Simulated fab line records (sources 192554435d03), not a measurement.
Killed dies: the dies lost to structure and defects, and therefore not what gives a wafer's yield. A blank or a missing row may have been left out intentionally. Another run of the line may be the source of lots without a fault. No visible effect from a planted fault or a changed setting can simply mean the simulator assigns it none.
fab line records ; flow n5Finfet
record lots=9; wafers=25; lastDay=17
route steps=1938 shown MOL_CONTACT_COAG@588 BEOL_M4@1111
lots with no fault: from the same line, run without faults
startH: hours from the record's opening day to when the first of the lot's shown wafers began ; waitH: hours since the lot's step before ; " identical to the entry in the row above ; L1.1+2: a single row standing in for several wafers ; - value missing, or start not given ; * or withheld: withheld ; < > ~ a bound
route shown NAME@n: names a module that has steps shown in the file, with the first one's number in the route ; usual: mean/standard deviation of fault-free wafers ; same: alike in all rows ; chamber/n: place in a boat ; sites: readings site by site ; _std_site: the values' standard deviation ; _edge_site: inner sites' mean taken away from outer sites' mean ; radiusMm: how far each site lies from the wafer's centre ; mask NAME#n: copy n ; behind: the most recent tool/chamber to have shaped the wafer ; hold: what put the lot on hold/how long, in hours/how the hold closed ; device: the transistor (n, p or np) that didn't switch ; end of line: at the end of the route, the tests of the same wafers ; a step given without rows: its recipe and nothing more ; killed: dies that structure and defects cost at the first sort, which is not the same as the wafer's yield ; map: per-die view of a wafer (x killed, . not killed, _ where there is no die)
set.NAME: the setting the step ran with; set.NAME@STEP: the setting that earlier step ran with ; model.NAME: the simulator's own value behind a step, which no gauge read
a sample of lots followed through the steps of the route, with each step as a table and each wafer as a row
services: a tool's chamber out of use, with start hour (startH, from the record's first day; less than 0 if before it), hours out, and reason
## steps
# step N5_MOL_CONTACT_COAG_ETCH_47
# recipe chemistry=CH3F/O2; target=SiNx; targetDepthA=270; maskMaterial=SiO2; stopOn=W; overEtchFrac=0.2; ionEnergyEv=120; endpoint=OES-CN; pressureMtorr=30; sourceW=395; biasW=73; Ar_flow_sccm=150; CH3F_flow_sccm=30; O2_flow_sccm=20; ends=endPoint
# usual biasW=72.99/0.22; drypumpMotorCurrentA=5.8/0.46; etchRfOnTimeS=31.2/0.44; oesProductAu=0.69/0.05; rfVppV=295/6.2; showerheadPlenumPTorr=2.03/0.035; throttleValvePct=16.44/0.21
lot.wafer;tool;chamber;startH;waitH;biasW;drypumpMotorCurrentA;etchRfOnTimeS;oesProductAu;rfHoursCounterH;rfVppV;showerheadPlenumPTorr;throttleValvePct
L658.3;rieDiel-02;0;100.92;0.0;72.67;6.5;30.9;0.80;34;294;2.11;16.24
L658.5;rieDiel-02;3;100.92;0.0;73.55;5.8;31.3;0.70;-;284;2.02;16.60
L658.6;rieDiel-02;0;100.92;0.0;73.09;6.5;30.9;0.80;-;294;2.11;16.23
L661.2;rieDiel-02;2;122.08;0.0;73.32;5.1;31.3;0.66;175;291;2.01;16.83
L661.5;rieDiel-02;2;122.08;0.0;73.26;5.1;31.4;0.66;-;292;2.01;16.82
L666.1;rieDiel-02;1;146.79;0.0;73.02;6.2;31.1;0.64;216;292;1.98;16.23
L666.2;rieDiel-02;2;146.79;0.0;73.08;5.1;31.8;0.65;182;292;2.01;16.83
L666.3;rieDiel-02;3;146.79;0.0;72.58;5.9;31.4;0.68;112;283;2.01;16.62
L669.2;rieDiel-06;3;173.20;0.0;73.23;5.7;30.4;0.74;89;301;2.04;16.53
L669.4;rieDiel-06;0;173.20;0.0;72.95;6.4;31.6;0.63;200;289;1.98;16.67
L669.5;rieDiel-06;3;173.20;0.0;72.98;5.7;30.7;0.74;-;302;2.04;16.53
L671.4;rieDiel-06;1;180.45;0.0;73.01;5.7;31.2;0.62;204;294;2.05;16.44
L671.5;rieDiel-06;2;180.45;0.0;72.94;5.5;31.2;0.70;-;288;2.01;16.28
L673.1;rieDiel-06;2;192.83;0.0;73.04;5.5;31.4;0.69;121;288;2.01;16.29
L673.5;rieDiel-06;0;192.83;0.0;72.73;6.4;31.5;0.62;-;288;1.98;16.70
L673.6;rieDiel-06;3;192.83;0.0;73.08;5.7;30.7;0.73;-;300;2.03;16.54
L678.1;rieDiel-02;1;223.95;0.0;73.02;6.3;31.4;0.62;238;294;1.97;16.29
L678.2;rieDiel-02;3;223.95;0.0;73.30;5.9;31.2;0.67;135;284;2.00;16.66
L678.3;rieDiel-02;2;223.95;0.0;72.74;5.1;31.4;0.63;203;290;2.00;16.88
L680.2;rieDiel-06;1;230.61;0.0;73.03;5.7;31.3;0.61;225;294;2.05;16.47
L680.4;rieDiel-06;2;230.61;0.0;72.82;5.5;32.1;0.67;137;289;2.01;16.32
L680.5;rieDiel-06;1;230.61;0.0;72.88;5.7;31.0;0.62;-;295;2.05;16.49
L681.1;rieDiel-05;0;234.32;0.0;73.01;5.5;30.1;0.69;139;300;2.01;16.67
L681.3;rieDiel-05;1;234.32;0.0;73.20;6.2;31.1;0.73;105;304;2.03;16.52
L681.5;rieDiel-05;3;234.32;0.0;73.37;5.5;31.4;0.72;-;293;2.09;16.14
# step N5_MOL_CONTACT_COAG_ETCH_67
# recipe chemistry=N2/H2; target=SOC; targetDepthA=600; overetchA=210; maskMaterial=SiARC; tempC=40; timeS=101.2; ionEnergyEv=200; pressureMtorr=30; sourceW=840; biasW=150; n2FlowSccm=200; h2FlowSccm=200
# usual biasW=150.0/0.47; drypumpMotorCurrentA=5.8/0.49; n2FlowSccm=200.0/0.64; oesProductAu=0.64/0.046; rfVppV=524.9/1.7; showerheadPlenumPTorr=2.58/0.058; tempC=40.01/0.12; throttleValvePct=17.92/0.21
lot.wafer;tool;chamber;startH;waitH;biasW;drypumpMotorCurrentA;n2FlowSccm;oesProductAu;rfHoursCounterH;rfVppV;showerheadPlenumPTorr;tempC;throttleValvePct
L658.3;rieDiel-05;1;102.23;0.0;150.4;6.2;200.0;0.73;53;524.9;2.58;40.16;17.93
L658.5;rieDiel-05;1;102.23;0.0;149.7;6.2;199.9;0.72;-;526.0;2.58;40.01;17.90
L658.6;rieDiel-05;0;102.23;0.0;151.0;5.5;199.2;0.67;-;522.8;2.56;40.15;17.83
L661.2;rieDiel-06;2;123.45;0.0;149.6;5.5;200.0;0.67;94;522.8;2.57;39.90;17.74
L661.5;rieDiel-06;1;123.45;0.0;149.8;5.7;199.3;0.60;-;527.2;2.63;39.91;17.79
L666.1;rieDiel-06;2;148.40;0.0;149.8;5.5;200.1;0.66;103;526.0;2.57;39.68;17.74
L666.2;rieDiel-06;3;148.40;0.0;149.8;5.7;200.3;0.70;77;524.4;2.57;40.07;17.91
L666.3;rieDiel-06;0;148.40;0.0;149.7;6.4;198.8;0.60;188;523.9;2.52;39.91;18.24
L669.2;rieDiel-05;2;174.59;0.0;150.5;4.9;200.7;0.61;184;528.5;2.64;40.20;17.64
L669.4;rieDiel-05;1;174.59;0.0;150.8;6.2;200.5;0.70;83;523.7;2.57;39.98;17.96
L669.5;rieDiel-05;2;174.59;0.0;151.2;4.9;199.6;0.62;-;524.9;2.64;40.11;17.64
L671.4;rieDiel-05;0;181.82;0.0;149.8;5.5;200.2;0.64;120;523.9;2.54;39.91;17.89
L671.5;rieDiel-05;1;181.82;0.0;149.7;6.2;200.1;0.69;-;525.4;2.57;39.81;17.96
L673.1;rieDiel-05;1;193.99;0.0;151.1;6.2;200.3;0.69;90;525.7;2.56;39.96;17.98
L673.5;rieDiel-05;1;193.99;0.0;150.0;6.2;199.0;0.69;-;524.5;2.56;39.77;17.97
L673.6;rieDiel-05;2;193.99;0.0;149.9;4.9;199.3;0.61;-;525.8;2.64;39.77;17.65
L678.1;rieDiel-05;2;225.43;0.0;150.0;4.9;201.1;0.61;202;526.8;2.63;40.03;17.67
L678.2;rieDiel-05;1;225.43;0.0;149.3;6.2;200.2;0.68;102;522.9;2.56;39.98;17.99
L678.3;rieDiel-05;0;225.43;0.0;149.8;5.5;199.8;0.63;136;523.6;2.54;40.04;17.92
L680.2;rieDiel-05;2;231.75;0.0;150.2;4.9;200.5;0.61;204;526.7;2.63;40.09;17.67
L680.4;rieDiel-05;3;231.75;0.0;149.6;5.5;200.5;0.67;111;527.3;2.66;40.21;17.63
L680.5;rieDiel-05;3;231.75;0.0;149.8;5.4;200.0;0.66;-;526.1;2.65;40.13;17.65
L681.1;rieDiel-06;3;235.62;0.0;150.6;5.7;200.3;0.67;107;523.9;2.55;40.03;17.95
L681.3;rieDiel-06;2;235.62;0.0;150.1;5.5;199.9;0.63;140;524.3;2.55;40.08;17.81
L681.5;rieDiel-06;3;235.62;0.0;149.5;5.7;200.7;0.67;-;523.9;2.55;39.86;17.95
# step N5_MOL_CONTACT_COAG_VIA_ETCH_117
# recipe chemistry=C4F6/O2; targetDepthA=400; overetchA=80; maskMaterial=SOC; target=SiO2; biasW=455; pressureMtorr=10; timeS=26; sourceW=325; Ar_flow_sccm=300; C4F6_flow_sccm=10; O2_flow_sccm=10; ionEnergyEv=575.3; ends=endPoint
# usual biasW=455.1/1.3; drypumpMotorCurrentA=5.8/0.5; oesProductAu=0.69/0.048; rfVppV=1572/33; showerheadPlenumPTorr=2.88/0.051; throttleValvePct=41.3/0.58
lot.wafer;tool;chamber;startH;waitH;biasW;drypumpMotorCurrentA;oesProductAu;rfHoursCounterH;rfVppV;showerheadPlenumPTorr;throttleValvePct
L658.3;rieDiel-05;1;102.36;0.0;454.2;6.2;0.77;53;1620;2.90;41.9
L658.5;rieDiel-05;1;102.36;0.0;455.5;6.3;0.78;-;1619;2.90;41.9
L658.6;rieDiel-05;0;102.36;0.0;455.1;5.5;0.70;-;1611;2.88;41.3
L661.2;rieDiel-06;2;123.58;0.0;454.8;5.5;0.72;94;1542;2.87;41.0
L661.5;rieDiel-06;1;123.58;0.0;457.0;5.7;0.64;-;1573;2.92;40.9
L666.1;rieDiel-06;2;148.52;0.0;454.2;5.5;0.71;103;1544;2.86;41.0
L666.2;rieDiel-06;3;148.52;0.0;456.3;5.7;0.74;77;1607;2.90;41.8
L666.3;rieDiel-06;0;148.52;0.0;453.5;6.4;0.65;188;1541;2.82;42.1
L669.2;rieDiel-05;2;174.72;0.0;455.5;4.9;0.66;184;1615;2.93;40.3
L669.4;rieDiel-05;1;174.72;0.0;454.1;6.2;0.74;83;1619;2.88;42.0
L669.5;rieDiel-05;2;174.72;0.0;458.5;4.9;0.67;-;1616;2.93;40.3
L671.4;rieDiel-05;0;181.94;0.0;458.5;5.5;0.69;120;1610;2.87;41.4
L671.5;rieDiel-05;1;181.94;0.0;453.3;6.2;0.74;-;1619;2.88;42.0
L673.1;rieDiel-05;1;194.12;0.0;430.9;6.2;0.74;90;1552;2.88;42.0
L673.5;rieDiel-05;1;194.12;0.0;431.5;6.2;0.73;-;1552;2.88;42.0
L673.6;rieDiel-05;2;194.12;0.0;429.1;4.9;0.65;-;1550;2.93;40.3
L678.1;rieDiel-05;2;225.55;0.0;429.8;4.9;0.64;202;1550;2.92;40.3
L678.2;rieDiel-05;1;225.55;0.0;429.1;6.2;0.72;102;1553;2.88;42.0
L678.3;rieDiel-05;0;225.55;0.0;430.2;5.5;0.67;136;1542;2.86;41.4
L680.2;rieDiel-05;2;231.88;0.0;430.3;4.9;0.64;204;1549;2.92;40.3
L680.4;rieDiel-05;3;231.88;0.0;430.2;5.5;0.73;111;1499;2.96;40.8
L680.5;rieDiel-05;3;231.88;0.0;429.1;5.5;0.72;-;1500;2.96;40.8
L681.1;rieDiel-06;3;235.75;0.0;455.7;5.7;0.72;108;1607;2.88;41.8
L681.3;rieDiel-06;2;235.75;0.0;453.7;5.5;0.68;140;1540;2.85;41.0
L681.5;rieDiel-06;3;235.75;0.0;455.1;5.7;0.71;-;1606;2.88;41.9
# step N5_MOL_CONTACT_COAG_CMP_52
# recipe stopOn=SiO2; tOverpolishS=1.5; postCmpClean=wDiluteNh4oh; downForcePsi=4; platenRpm=50.289; padVelocityMS=1.0006; targetThkNm=66.5
# usual motorCurrentA=12.2/1; overpolishRunS=1.500/0.0085; timeToEndpointS=13.6/2.3
lot.wafer;tool;chamber;startH;waitH;motorCurrentA;overpolishRunS;timeToEndpointS
L658.3;cmp-01;3;103.16;0.0;12.2;1.491;14.7
L658.5;cmp-01;3;103.16;0.0;11.3;1.494;15.5
L658.6;cmp-01;0;103.16;0.0;12.4;1.501;17.7
L661.2;cmp-04;3;124.46;0.1;13.9;1.483;12.1
L661.5;cmp-04;2;124.46;0.1;11.6;1.502;16.9
L666.3;cmp-04;2;149.45;0.2;11.8;1.499;14.1
L666.1;cmp-04;3;149.45;0.2;13.4;1.501;11.6
L666.2;cmp-04;0;149.45;0.2;14.5;1.506;11.9
L669.2;cmp-04;3;175.59;0.1;13.0;1.502;11.3
L669.4;cmp-04;1;175.59;0.1;10.8;1.506;14.1
L669.5;cmp-04;2;175.59;0.1;11.1;1.510;15.6
L671.4;cmp-04;1;182.82;0.1;11.3;1.502;13.6
L671.5;cmp-04;3;182.82;0.1;13.2;1.511;13.5
L673.1;cmp-01;2;195.00;0.1;11.3;1.507;10.7
L673.6;cmp-01;0;195.00;0.1;11.8;1.487;13.6
L673.5;cmp-01;1;195.00;0.1;12.9;1.504;13.8
L678.2;cmp-04;1;226.40;0.1;10.7;1.522;14.3
L678.1;cmp-04;2;226.40;0.1;12.1;1.497;14.9
L678.3;cmp-04;3;226.40;0.1;13.7;1.494;13.6
L680.2;cmp-02;0;232.76;0.1;12.7;1.506;8.4
L680.4;cmp-02;1;232.76;0.1;13.3;1.503;12.8
L680.5;cmp-02;2;232.76;0.1;12.1;1.508;15.6
L681.3;cmp-01;2;236.65;0.1;12.4;1.504;14.5
L681.1;cmp-01;0;236.65;0.1;12.3;1.500;16.9
L681.5;cmp-01;2;236.65;0.1;12.0;1.508;12.8
# step N5_BEOL_M4_RC_MEAS_101
# usual DIBL_N=35.9/1.6; DIBL_P=35.6/2.1; IOFF_N=0.149/0.029; IOFF_P=0.20/0.033; ION_N=671/11; ION_P=460/7.3; SS_N=71.4/0.62; SS_P=73.2/0.65; VT_N=251/3.1; VT_P=-251/3.4
lot.wafer;tool;chamber;startH;waitH;DIBL_N[mV/V];DIBL_P[mV/V];IOFF_N[nA/um];IOFF_P[nA/um];ION_N[uA/um];ION_P[uA/um];SS_N[mV/dec];SS_P[mV/dec];VT_N[mV];VT_P[mV]
L658.3;prober-02;0;165.61;0.3;35.4;33.8;0.133;0.15;662;445;70.8;72.5;251;-258
L658.5;prober-02;0;165.61;0.3;34.5;34.4;0.124;0.15;656;451;70.5;72.7;254;-256
L658.6;prober-02;0;165.61;0.3;34.0;34.4;0.116;0.16;655;453;69.8;72.6;254;-257
L661.2;prober-02;0;182.65;0.2;35.5;36.8;0.138;0.18;668;454;71.2;73.5;251;-256
L661.5;prober-02;0;182.65;0.2;34.7;35.0;0.136;0.16;668;452;71.5;72.3;253;-256
L666.1;prober-01;0;209.04;0.0;36.0;38.9;0.162;0.24;676;477;70.3;73.6;250;-247
L666.2;prober-01;0;209.04;0.0;36.4;37.9;0.158;0.22;681;468;71.3;73.6;248;-248
L666.3;prober-01;0;209.04;0.0;36.3;38.7;0.175;0.24;704;480;71.8;73.8;248;-245
L669.2;prober-01;0;236.49;0.2;37.3;35.7;0.166;0.25;657;460;72.1;73.9;250;-248
L669.4;prober-01;0;236.49;0.2;34.3;32.8;0.124;0.20;670;469;70.5;72.4;252;-249
L669.5;prober-01;0;236.49;0.2;36.1;35.5;0.151;0.24;660;459;71.3;73.4;250;-249
L671.4;prober-01;0;247.06;0.5;35.1;33.3;0.135;0.19;662;461;71.3;73.0;253;-251
L671.5;prober-01;0;247.06;0.5;34.1;32.3;0.118;0.18;664;455;70.7;72.6;254;-251
L673.1;prober-01;0;257.33;0.0;37.1;35.7;0.152;0.18;673;462;71.7;73.0;252;-253
L673.5;prober-01;0;257.33;0.0;37.1;36.3;0.158;0.19;670;464;72.0;73.3;250;-253
L673.6;prober-01;0;257.33;0.0;37.4;37.6;0.155;0.20;677;460;72.0;73.9;251;-250
L678.1;prober-01;0;283.36;0.0;35.7;34.9;0.132;0.20;672;465;72.0;73.4;254;-250
L678.2;prober-01;0;283.36;0.0;33.7;32.6;0.110;0.17;651;454;70.9;72.2;254;-249
L678.3;prober-01;0;283.36;0.0;36.3;35.9;0.150;0.21;664;453;71.7;73.2;252;-248
L680.2;prober-02;0;300.61;0.2;36.8;35.2;0.157;0.21;681;468;70.7;73.0;253;-250
L680.4;prober-02;0;300.61;0.2;38.7;38.1;0.199;0.26;683;467;71.9;73.8;245;-244
L680.5;prober-02;0;300.61;0.2;39.1;38.4;0.213;0.27;697;475;72.5;74.2;244;-248
L681.1;prober-02;0;303.75;0.0;34.6;34.7;0.133;0.19;665;458;71.8;72.8;251;-251
L681.3;prober-02;0;303.75;0.0;34.9;33.6;0.135;0.16;679;461;71.3;72.4;252;-253
L681.5;prober-02;0;303.75;0.0;35.7;34.8;0.154;0.19;681;459;71.5;73.6;250;-249
## services
tool;chamber;startH;hours;kind
cmp-02;-;79.23;1.9;repair
cmp-04;-;82.95;6.9;pm
rieDiel-06;3;91.74;2.4;repair
cmp-04;-;93.07;14.5;repair
cmp-02;-;95.88;5.4;pm
cmp-04;-;107.92;2.0;repair
cmp-01;-;121.33;4.0;pm
cmp-02;-;148.75;66.2;repair
rieDiel-02;-;156.72;16.8;repair
rieDiel-06;1;161.09;4.9;repair
rieDiel-05;2;164.28;5.6;repair
cmp-01;-;182.65;5.5;pm
cmp-04;-;192.23;4.0;pm
cmp-04;-;196.23;-;consumableReplace:conditioner
cmp-04;-;196.23;-;consumableReplace:pad
rieDiel-06;3;211.16;15.1;repair
cmp-04;-;223.82;2.0;repair
rieDiel-02;2;226.34;13.2;repair
rieDiel-06;1;233.21;4.6;repair
## key
firstSign step=N5_MOL_CONTACT_COAG_VIA_ETCH_117; reading=biasW; direction=down; sigmas=19; usual=*; struck=*
effect none on later readings
metAt N5_MOL_CONTACT_COAG_VIA_ETCH_117
struckLots L673,L678,L680
notActingAt N5_MOL_CONTACT_COAG_ETCH_47,N5_MOL_CONTACT_COAG_ETCH_67,N5_MOL_CONTACT_COAG_CMP_52
onsetBetween 181.94 194.12
fault kind=processParameterDrift; tool=rieDiel-05; chamber=-; onsetH=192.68; steps=N5_MOL_CONTACT_COAG_VIA_ETCH_117; channel=biasW; offset=*; shape=step; endH=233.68; actsIn=*; stated=*
